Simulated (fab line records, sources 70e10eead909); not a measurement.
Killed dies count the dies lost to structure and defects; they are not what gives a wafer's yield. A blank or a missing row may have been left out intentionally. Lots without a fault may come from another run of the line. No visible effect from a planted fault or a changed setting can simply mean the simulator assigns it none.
The tool behind it: which one? / flow nand-harc / 24 lots with 72 wafers sampled at 4 steps, on a route of 1159 steps

== WHAT THE GAUGES SHOWED, per wafer ==
NHARC_A_CONTACT_CD_MEAS_53.
lot=L074; measured=day 16 13:11; on=cd-sem-03; cd-nm (nm)=190.1 190.1 189.0
lot=L075; measured=day 16 20:25; on=cd-sem-02; cd-nm (nm)=188.8 187.2 188.7
lot=L078; measured=day 16 22:47; on=cd-sem-01; cd-nm (nm)=189.5 189.2 189.5
lot=L077; measured=day 17 02:43; on=cd-sem-02; cd-nm (nm)=189.8 190.4 190.7
lot=L076; measured=day 17 03:46; on=cd-sem-02; cd-nm (nm)=190.1 189.4 189.8
lot=L079; measured=day 18 03:40; on=cd-sem-02; cd-nm (nm)=189.3 189.7 189.8
lot=L080; measured=day 18 05:25; on=cd-sem-03; cd-nm (nm)=188.8 189.4 189.5
lot=L081; measured=day 18 09:21; on=cd-sem-03; cd-nm (nm)=189.3 189.0 189.1
lot=L083; measured=day 18 15:50; on=cd-sem-03; cd-nm (nm)=189.4 188.9 188.6
lot=L084; measured=day 18 17:19; on=cd-sem-01; cd-nm (nm)=188.6 189.0 189.2
lot=L082; measured=day 18 21:17; on=cd-sem-03; cd-nm (nm)=189.7 189.6 189.1
lot=L086; measured=day 19 10:49; on=cd-sem-02; cd-nm (nm)=189.2 189.3 188.6
lot=L087; measured=day 19 13:26; on=cd-sem-03; cd-nm (nm)=189.7 189.7 190.2
lot=L085; measured=day 19 20:03; on=cd-sem-01; cd-nm (nm)=188.7 187.9 188.6
lot=L089; measured=day 20 02:14; on=cd-sem-02; cd-nm (nm)=188.5 189.0 189.5
lot=L088; measured=day 20 06:17; on=cd-sem-03; cd-nm (nm)=188.5 188.7 189.6
lot=L090; measured=day 20 09:31; on=cd-sem-03; cd-nm (nm)=189.0 188.9 189.1
lot=L094; measured=day 20 19:47; on=cd-sem-03; cd-nm (nm)=189.1 189.2 188.8
lot=L092; measured=day 20 23:05; on=cd-sem-02; cd-nm (nm)=189.7 188.8 189.1
lot=L093; measured=day 21 00:34; on=cd-sem-02; cd-nm (nm)=186.4 186.9 186.8
lot=L091; measured=day 21 12:03; on=cd-sem-01; cd-nm (nm)=189.5 189.7 189.6
lot=L095; measured=day 22 00:04; on=cd-sem-01; cd-nm (nm)=189.4 189.1 189.2
lot=L096; measured=day 22 00:31; on=cd-sem-02; cd-nm (nm)=190.1 189.7 190.6
lot=L097; measured=day 22 13:28; on=cd-sem-02; cd-nm (nm)=189.7 190.4 190.3

NHARC_A_CONTACT_OVL_MEAS_70.
lot=L074; measured=day 16 18:49; on=overlay-02; overlay-x-nm (nm)=0.4 0.5 0.2; overlay-y-nm (nm)=-0.4 -0.7 -0.1
lot=L075; measured=day 17 00:08; on=overlay-01; overlay-x-nm (nm)=-0.3 -0.2 -0.3; overlay-y-nm (nm)=1.0 0.8 0.6
lot=L078; measured=day 17 02:27; on=overlay-02; overlay-x-nm (nm)=-1.3 -1.6 -1.0; overlay-y-nm (nm)=-0.5 -0.1 -0.6
lot=L077; measured=day 17 06:54; on=overlay-01; overlay-x-nm (nm)=-0.3 -0.1 -0.5; overlay-y-nm (nm)=0.4 -0.1 -0.1
lot=L076; measured=day 17 08:27; on=overlay-01; overlay-x-nm (nm)=-1.5 -1.1 -1.1; overlay-y-nm (nm)=0.1 0.1 0.8
lot=L079; measured=day 18 08:19; on=overlay-01; overlay-x-nm (nm)=-0.5 -0.3 -0.4; overlay-y-nm (nm)=-1.1 -1.3 -1.1
lot=L080; measured=day 18 10:22; on=overlay-01; overlay-x-nm (nm)=-0.1 0.5 -0.1; overlay-y-nm (nm)=1.4 1.6 1.4
lot=L081; measured=day 18 15:31; on=overlay-02; overlay-x-nm (nm)=-0.4 0.4 -0.2; overlay-y-nm (nm)=0.3 0.9 0.6
lot=L083; measured=day 18 19:13; on=overlay-01; overlay-x-nm (nm)=-1.4 -1.1 -1.5; overlay-y-nm (nm)=0.5 0.0 0.2
lot=L084; measured=day 18 22:45; on=overlay-01; overlay-x-nm (nm)=-0.5 -0.2 -0.3; overlay-y-nm (nm)=-0.2 0.4 -0.3
lot=L082; measured=day 19 00:49; on=overlay-02; overlay-x-nm (nm)=0.7 0.6 -0.2; overlay-y-nm (nm)=0.3 0.2 0.8
lot=L086; measured=day 19 14:14; on=overlay-02; overlay-x-nm (nm)=-0.4 -0.8 -0.9; overlay-y-nm (nm)=0.6 0.7 0.9
lot=L087; measured=day 19 17:28; on=overlay-02; overlay-x-nm (nm)=0.1 0.2 0.5; overlay-y-nm (nm)=-1.9 -1.9 -1.8
lot=L085; measured=day 19 23:35; on=overlay-01; overlay-x-nm (nm)=-0.7 -1.3 -1.0; overlay-y-nm (nm)=0.7 1.2 0.7
lot=L089; measured=day 20 05:47; on=overlay-02; overlay-x-nm (nm)=-0.6 -0.8 -0.4; overlay-y-nm (nm)=-1.2 -1.4 -1.2
lot=L088; measured=day 20 10:11; on=overlay-01; overlay-x-nm (nm)=-1.5 -1.6 -1.6; overlay-y-nm (nm)=-0.8 -0.5 -0.3
lot=L090; measured=day 20 13:02; on=overlay-02; overlay-x-nm (nm)=1.8 2.1 2.3; overlay-y-nm (nm)=1.5 1.4 1.0
lot=L094; measured=day 21 02:44; on=overlay-01; overlay-x-nm (nm)=1.5 1.4 1.3; overlay-y-nm (nm)=0.3 -0.1 -0.3
lot=L092; measured=day 21 04:20; on=overlay-02; overlay-x-nm (nm)=-1.0 -1.5 -1.7; overlay-y-nm (nm)=-0.4 -0.9 -0.4
lot=L093; measured=day 21 08:50; on=overlay-02; overlay-x-nm (nm)=0.1 0.0 -0.5; overlay-y-nm (nm)=-1.0 -1.4 -1.2
lot=L091; measured=day 21 15:40; on=overlay-01; overlay-x-nm (nm)=0.2 1.2 1.0; overlay-y-nm (nm)=-0.1 0.7 0.1
lot=L095; measured=day 22 03:39; on=overlay-02; overlay-x-nm (nm)=-0.1 0.4 0.3; overlay-y-nm (nm)=0.3 0.1 -0.1
lot=L096; measured=day 22 07:23; on=overlay-01; overlay-x-nm (nm)=0.5 0.6 0.4; overlay-y-nm (nm)=0.1 0.2 -0.3
lot=L097; measured=day 22 17:32; on=overlay-02; overlay-x-nm (nm)=2.0 1.8 1.8; overlay-y-nm (nm)=1.2 0.9 1.0

== EACH LOT AND THE TOOL THAT RAN IT (in order: tool; ch and the chambers of the sampled wafers; start) ==
lot=L074; NHARC_A_CONTACT_ETCH_119=har-cap-etch-03 ch 0,1, day 16 11:59; NHARC_A_CONTACT_DEP_57=acl-dep-01 ch 0, day 16 16:42
lot=L075; NHARC_A_CONTACT_ETCH_119=har-cap-etch-03 ch 0,1, day 16 19:07; NHARC_A_CONTACT_DEP_57=acl-dep-02 ch 0, day 16 21:34
lot=L078; NHARC_A_CONTACT_ETCH_119=har-cap-etch-01 ch 0,1, day 16 21:31; NHARC_A_CONTACT_DEP_57=acl-dep-02 ch 0, day 16 23:52
lot=L077; NHARC_A_CONTACT_ETCH_119=har-cap-etch-02 ch 0,1, day 16 23:49; NHARC_A_CONTACT_DEP_57=acl-dep-02 ch 0, day 17 04:26
lot=L076; NHARC_A_CONTACT_ETCH_119=har-cap-etch-01 ch 0,1, day 17 00:57; NHARC_A_CONTACT_DEP_57=acl-dep-02 ch 0, day 17 06:11
lot=L079; NHARC_A_CONTACT_ETCH_119=har-cap-etch-01 ch 0,1, day 18 01:58; NHARC_A_CONTACT_DEP_57=acl-dep-01 ch 0, day 18 05:53
lot=L080; NHARC_A_CONTACT_ETCH_119=har-cap-etch-02 ch 0,1, day 18 04:14; NHARC_A_CONTACT_DEP_57=acl-dep-01 ch 0, day 18 07:45
lot=L081; NHARC_A_CONTACT_ETCH_119=har-cap-etch-03 ch 0,1, day 18 08:10; NHARC_A_CONTACT_DEP_57=acl-dep-01 ch 0, day 18 12:59
lot=L083; NHARC_A_CONTACT_ETCH_119=har-cap-etch-03 ch 0,1, day 18 14:40; NHARC_A_CONTACT_DEP_57=acl-dep-01 ch 0, day 18 16:47
lot=L084; NHARC_A_CONTACT_ETCH_119=har-cap-etch-01 ch 1, day 18 16:07; NHARC_A_CONTACT_DEP_57=acl-dep-03 ch 0, day 18 20:27
lot=L082; NHARC_A_CONTACT_ETCH_119=har-cap-etch-02 ch 0,1, day 18 20:07; NHARC_A_CONTACT_DEP_57=acl-dep-02 ch 0, day 18 22:14
lot=L086; NHARC_A_CONTACT_ETCH_119=har-cap-etch-02 ch 0,1, day 19 09:38; NHARC_A_CONTACT_DEP_57=acl-dep-03 ch 0, day 19 11:48
lot=L087; NHARC_A_CONTACT_ETCH_119=har-cap-etch-03 ch 0,1, day 19 12:16; NHARC_A_CONTACT_DEP_57=acl-dep-02 ch 0, day 19 15:37
lot=L085; NHARC_A_CONTACT_ETCH_119=har-cap-etch-02 ch 0,1, day 19 18:53; NHARC_A_CONTACT_DEP_57=acl-dep-01 ch 0, day 19 21:01
lot=L089; NHARC_A_CONTACT_ETCH_119=har-cap-etch-02 ch 0,1, day 20 01:03; NHARC_A_CONTACT_DEP_57=acl-dep-01 ch 0, day 20 03:14
lot=L088; NHARC_A_CONTACT_ETCH_119=har-cap-etch-02 ch 0,1, day 20 04:53; NHARC_A_CONTACT_DEP_57=acl-dep-03 ch 0, day 20 07:38
lot=L090; NHARC_A_CONTACT_ETCH_119=har-cap-etch-03 ch 1, day 20 08:15; NHARC_A_CONTACT_DEP_57=acl-dep-01 ch 0, day 20 10:28
lot=L094; NHARC_A_CONTACT_ETCH_119=har-cap-etch-03 ch 0,1, day 20 18:34; NHARC_A_CONTACT_DEP_57=acl-dep-03 ch 0, day 21 00:11
lot=L092; NHARC_A_CONTACT_ETCH_119=har-cap-etch-01 ch 0,1, day 20 21:54; NHARC_A_CONTACT_DEP_57=acl-dep-03 ch 0, day 21 01:55
lot=L093; NHARC_A_CONTACT_ETCH_119=har-cap-etch-02 ch 0,1, day 20 23:23; NHARC_A_CONTACT_DEP_57=acl-dep-02 ch 0, day 21 06:15
lot=L091; NHARC_A_CONTACT_ETCH_119=har-cap-etch-02 ch 0,1, day 21 10:52; NHARC_A_CONTACT_DEP_57=acl-dep-01 ch 0, day 21 13:07
lot=L095; NHARC_A_CONTACT_ETCH_119=har-cap-etch-01 ch 0,1, day 21 22:52; NHARC_A_CONTACT_DEP_57=acl-dep-01 ch 0, day 22 01:07
lot=L096; NHARC_A_CONTACT_ETCH_119=har-cap-etch-03 ch 0,1, day 21 23:14; NHARC_A_CONTACT_DEP_57=acl-dep-01 ch 0, day 22 05:06
lot=L097; NHARC_A_CONTACT_ETCH_119=har-cap-etch-01 ch 0,1, day 22 12:16; NHARC_A_CONTACT_DEP_57=acl-dep-03 ch 0, day 22 14:57
- NHARC_A_CONTACT_ETCH_119: etches the open film in C4F8/O2/Ar, time 94 s, target depth 922 nm.
- NHARC_A_CONTACT_DEP_57: deposits aC, target thk 2800 nm.

== WHAT THE TOOLS THEMSELVES READ (means of the sampled wafers that have a number; where no wafer has one, the mark that the record gives instead) ==
NHARC_A_CONTACT_DEP_57.
lot=L074; tool=acl-dep-01; throttle-valve-pct (%)=35.005
lot=L075; tool=acl-dep-02; throttle-valve-pct (%)=34.989
lot=L078; tool=acl-dep-02; throttle-valve-pct (%)=35.007
lot=L077; tool=acl-dep-02; throttle-valve-pct (%)=35.001
lot=L076; tool=acl-dep-02; throttle-valve-pct (%)=35.000
lot=L079; tool=acl-dep-01; throttle-valve-pct (%)=35.002
lot=L080; tool=acl-dep-01; throttle-valve-pct (%)=35.005
lot=L081; tool=acl-dep-01; throttle-valve-pct (%)=35.005
lot=L083; tool=acl-dep-01; throttle-valve-pct (%)=35.000
lot=L084; tool=acl-dep-03; throttle-valve-pct (%)=34.993
lot=L082; tool=acl-dep-02; throttle-valve-pct (%)=35.000
lot=L086; tool=acl-dep-03; throttle-valve-pct (%)=35.007
lot=L087; tool=acl-dep-02; throttle-valve-pct (%)=35.001
lot=L085; tool=acl-dep-01; throttle-valve-pct (%)=35.002
lot=L089; tool=acl-dep-01; throttle-valve-pct (%)=34.997
lot=L088; tool=acl-dep-03; throttle-valve-pct (%)=35.006
lot=L090; tool=acl-dep-01; throttle-valve-pct (%)=34.992
lot=L094; tool=acl-dep-03; throttle-valve-pct (%)=34.997
lot=L092; tool=acl-dep-03; throttle-valve-pct (%)=35.005
lot=L093; tool=acl-dep-02; throttle-valve-pct (%)=35.005
lot=L091; tool=acl-dep-01; throttle-valve-pct (%)=34.993
lot=L095; tool=acl-dep-01; throttle-valve-pct (%)=34.996
lot=L096; tool=acl-dep-01; throttle-valve-pct (%)=35.006
lot=L097; tool=acl-dep-03; throttle-valve-pct (%)=35.002

== THE ANSWER, worked out from the rows above alone ==
Rule: what is usual is taken from the lots themselves. The widest of any qualifying gaps counts: lots, ordered by their means at a reading, are off when they make up no more than a third of the lots, leave a main group of 4 or more, and stand apart from it by 3 or more times the standard deviation of that group's means. Not used: any main group whose means are identical at the precision the tables above print for the reading. Also off: a lot with no number at a reading for which 4 or more lots have one. All remaining lots with rows at the step are treated as sound. After the gauges, taken in route order, come the tools' own readings; for these a lot's mean is taken, as printed above. The first step at which some lot is off is used, and at that step the reading that is off furthest; a lot without a number counts as furthest.
No lot is off at any reading shown: from this, nothing can be told.

== WHAT THE SIMULATOR PUT IN ==
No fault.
